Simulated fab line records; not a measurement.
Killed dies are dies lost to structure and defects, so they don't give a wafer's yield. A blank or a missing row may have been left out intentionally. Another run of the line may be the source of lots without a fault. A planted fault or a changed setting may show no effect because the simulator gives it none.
One fault seen from 2 desks | flow n5_finfet | each desk holds nothing but its own numbers, with what lay behind them at the end

## THE TOOL OWNER'S DESK: ald_metal-03
The tool's own readings at N5_HKMG_FIN_PWFM_ALD_03 (deposits TiN, target thk 2 nm, pulse time 1 s, purge time 3 s): means of the sampled wafers that have a number, for each lot that ran on this tool. Marked OUT: a lot whose mean sits more than 4 standard deviations from the usual mean, which makes it out of limits; the brackets give that distance.
Columns: A = heater_power_w at N5_HKMG_FIN_PWFM_ALD_03, usual 877 W; B = precursor_pulse_height_rel at N5_HKMG_FIN_PWFM_ALD_03, usual 1.001
lot  | first seen here | A   | B
L462 | day 5 07:28     | 805 | 0.995
L472 | day 7 14:36     | 794 | 0.999
L474 | day 8 00:56     | 787 | 1.000
L475 | day 8 04:57     | 771 | 0.990
Result from this desk: across the 4 lots, nothing is out of limits.

## THE DEFECT DESK
Lot by lot, what the route's inspections counted, given as the mean of those sampled wafers with a number. Marked OUT: a lot whose mean sits more than 4 standard deviations from the usual mean, which makes it out of limits; the brackets give that distance.
Columns: A = raw_defect_count at N5_HKMG_FIN_INSPECT_14, usual 2
lot  | first seen here | A
L459 | day 4 06:22     | 2
L461 | day 4 22:47     | 2
L463 | day 5 03:31     | 3
L462 | day 5 08:14     | 2
L465 | day 5 16:13     | 1
L467 | day 6 10:10     | 1
L468 | day 6 15:09     | 4
L470 | day 7 09:13     | 1
L472 | day 7 15:30     | 1
L473 | day 7 21:29     | 2
L474 | day 8 01:43     | 1
L475 | day 8 05:50     | 2
L476 | day 8 17:16     | 2
Result from this desk: across the 13 lots, nothing is out of limits.

## PUT TOGETHER
The tool owner's desk saw nothing out of limits.
No out-of-limits result turned up at the defect desk.

## WHAT THE SIMULATOR HAD PUT IN
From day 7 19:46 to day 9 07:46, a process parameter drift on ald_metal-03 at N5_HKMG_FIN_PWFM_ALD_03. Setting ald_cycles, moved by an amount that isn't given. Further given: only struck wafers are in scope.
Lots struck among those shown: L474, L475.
